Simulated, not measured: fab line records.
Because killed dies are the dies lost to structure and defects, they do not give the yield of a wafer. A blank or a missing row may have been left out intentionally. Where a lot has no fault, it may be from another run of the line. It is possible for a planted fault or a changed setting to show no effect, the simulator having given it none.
Split-lot study + flow n5_finfet + 39 wafers read from 7 lots, route of 1938 steps

## THE SPLIT
At N5_BEOL_M5_ILD_DEP_00 (deposits SiCOH lowk from DEMS/porogen, target thk 140.64 nm, time 25.9 s), the setting target_thk_a was moved away from the recipe's 1406.4 angstrom on 15 of the 39 wafers read, by -48.6% to +49.6%. For the rest of the wafers, this setting stayed at what the recipe calls for.

## BETWEEN THE SPLIT AND THE READING: the file shows 1 step in between
- N5_BEOL_M5_CURE_79: cures SiCOH lowk, time 240 s

## THE READING
At N5_BEOL_M5_THK_MEAS_01: M5_ILD_THK, given in nm. Fault-free wafers of this fab line usually give 121.6 nm, standard deviation 1.7 nm.

| wafer  | tool, chamber at the split | target_thk_a as run, angstrom | against the recipe | M5_ILD_THK, nm | against lot-mates on the recipe |
|--------|----------------------------|-------------------------------|--------------------|----------------|---------------------------------|
| L074.1 | pecvd-01, 2                | 1406.4                        | recipe             | 124.3          | -                               |
| L074.3 | pecvd-01, 1                | 1406.4                        | recipe             | 124.8          | -                               |
| L074.5 | pecvd-01, 0                | 1406.4                        | recipe             | 121.3          | -                               |
| L082.1 | pecvd-01, 0                | 2104                          | +49.6%             | 178.3          | +57.9                           |
| L082.2 | pecvd-01, 2                | 1406.4                        | recipe             | 120.1          | -                               |
| L082.3 | pecvd-01, 1                | 2104                          | +49.6%             | 180.5          | +60.1                           |
| L082.4 | pecvd-01, 1                | 1406.4                        | recipe             | 120.3          | -                               |
| L082.5 | pecvd-01, 2                | 2104                          | +49.6%             | 183.9          | +63.5                           |
| L082.6 | pecvd-01, 0                | 1406.4                        | recipe             | 120.7          | -                               |
| L085.1 | pecvd-04, 0                | 1406.4                        | recipe             | 121.0          | -                               |
| L085.2 | pecvd-04, 1                | 1681                          | +19.5%             | 145.7          | +23.5                           |
| L085.3 | pecvd-04, 2                | 1681                          | +19.5%             | 143.9          | +21.7                           |
| L085.4 | pecvd-04, 1                | 1681                          | +19.5%             | 146.1          | +23.9                           |
| L085.5 | pecvd-04, 2                | 1406.4                        | recipe             | 121.7          | -                               |
| L085.6 | pecvd-04, 0                | 1406.4                        | recipe             | 124.0          | -                               |
| L089.1 | pecvd-04, 2                | 1649                          | +17.2%             | 141.8          | +19.0                           |
| L089.2 | pecvd-04, 0                | 1406.4                        | recipe             | 121.2          | -                               |
| L089.3 | pecvd-04, 0,2              | 1649                          | +17.2%             | 144.0          | +21.2                           |
| L089.4 | pecvd-04, 0,2              | 1649                          | +17.2%             | 144.0          | +21.2                           |
| L089.5 | pecvd-04, 2                | 1406.4                        | recipe             | 122.9          | -                               |
| L089.6 | pecvd-04, 0                | 1406.4                        | recipe             | 124.2          | -                               |
| L096.1 | pecvd-01, 0                | 1406.4                        | recipe             | 119.5          | -                               |
| L096.2 | pecvd-01, 2                | 722.6                         | -48.6%             | 62.8           | -58.5                           |
| L096.3 | pecvd-01, 1                | 722.6                         | -48.6%             | 60.5           | -60.8                           |
| L096.4 | pecvd-01, 0                | 1406.4                        | recipe             | 122.0          | -                               |
| L096.5 | pecvd-01, 2                | 1406.4                        | recipe             | 122.4          | -                               |
| L096.6 | pecvd-01, 1                | 722.6                         | -48.6%             | 63.6           | -57.7                           |
| L093.1 | pecvd-03, 0                | 1406.4                        | recipe             | 119.8          | -                               |
| L093.2 | pecvd-03, 2                | 1406.4                        | recipe             | 119.3          | -                               |
| L093.3 | pecvd-03, 1                | 1406.4                        | recipe             | 119.8          | -                               |
| L093.4 | pecvd-03, 0                | 1406.4                        | recipe             | 121.1          | -                               |
| L093.5 | pecvd-03, 1                | 1406.4                        | recipe             | 121.4          | -                               |
| L093.6 | pecvd-03, 2                | 1406.4                        | recipe             | 122.5          | -                               |
| L097.1 | pecvd-04, 2                | 1406.4                        | recipe             | 119.4          | -                               |
| L097.2 | pecvd-04, 1                | 1406.4                        | recipe             | 119.9          | -                               |
| L097.3 | pecvd-04, 0                | 1774                          | +26.1%             | 154.5          | +34.1                           |
| L097.4 | pecvd-04, 0                | 1774                          | +26.1%             | 156.9          | +36.5                           |
| L097.5 | pecvd-04, 1                | 1774                          | +26.1%             | 154.8          | +34.4                           |
| L097.6 | pecvd-04, 2                | 1406.4                        | recipe             | 122.0          | -                               |
Rows listing several chambers each stand for several wafers; the file does not say which wafer went through which chamber.

THE FIT
A straight line over all 39 wafers: M5_ILD_THK changes by +1.22 nm for each +1% of target_thk_a; r = +1.00; the points scatter about the line by 1.7 nm.
The same after taking each lot's own level away (the mean of its wafers on the recipe; 39 wafers): +1.23 nm for each +1%; r = +1.00; scatter 1.6 nm.
The reading moves by 61 nm for the largest change in target_thk_a, on that fit.
The span of the lots' own levels, 120.37 to 123.47 nm, comes to 1.8 times the standard deviation stated above.
The two slopes are in agreement: the lot-to-lot level therefore moves the slope only a little.
Check: with one of the wafers moved furthest among these (+49.6%) left out of the fit, the line predicts +61.4 nm for it against its lot-mates. Against them it came out at +57.9 nm.

## ADDITIONAL SPLITS CARRIED BY THESE WAFERS
Note: prior to the reading, these wafers also went through further splits. Each is held against what the fit with the lots' levels taken away leaves over:
| other split on the same wafers        | wafers away from the commonest value | r with M5_ILD_THK (lot level and that fit taken away) |
|---------------------------------------|--------------------------------------|-------------------------------------------------------|
| N5_FIN_SAQP_SPACER1_ALD_24 ald_cycles | 12                                   | +0.04                                                 |
| N5_SPACER0_ALD_00 ald_cycles          | 15                                   | -0.29                                                 |
| N5_ILD0_ALD_15 ald_cycles             | 15                                   | -0.11                                                 |
| N5_MOL_CONTACT_COAG_ALD_27 ald_cycles | 15                                   | +0.29                                                 |
| N5_BEOL_M1_PECVD_72 time_s            | 9                                    | -0.35                                                 |

## THE WHOLE CHAIN: every reading that the file lists as answering this split, in the file's order
| step                   | what it does                                                             | reading                                                                                  | change (the file's fit)              | r (the file's) |
|------------------------|--------------------------------------------------------------------------|------------------------------------------------------------------------------------------|--------------------------------------|----------------|
| N5_BEOL_M5_ILD_DEP_00  | deposits SiCOH lowk from DEMS/porogen, target thk 140.64 nm, time 25.9 s | SiCOH_lowk_of_BEOL_M5_ILD_DEP_00.thk_nm (the simulator's own value, which no gauge read) | +1.41 nm for each +1% of the setting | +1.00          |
| N5_BEOL_M5_CURE_79     | cures SiCOH lowk, time 240 s                                             | SiCOH_lowk_of_BEOL_M5_ILD_DEP_00.thk_nm (the simulator's own value, which no gauge read) | +1.23 nm for each +1% of the setting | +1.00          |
| N5_BEOL_M5_THK_MEAS_01 |                                                                          | M5_ILD_THK                                                                               | +1.23 for each +1% of the setting    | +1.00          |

## THE FILE'S OWN FIT
M5_ILD_THK changes by +1.23 nm for each +1% of target_thk_a, r = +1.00.
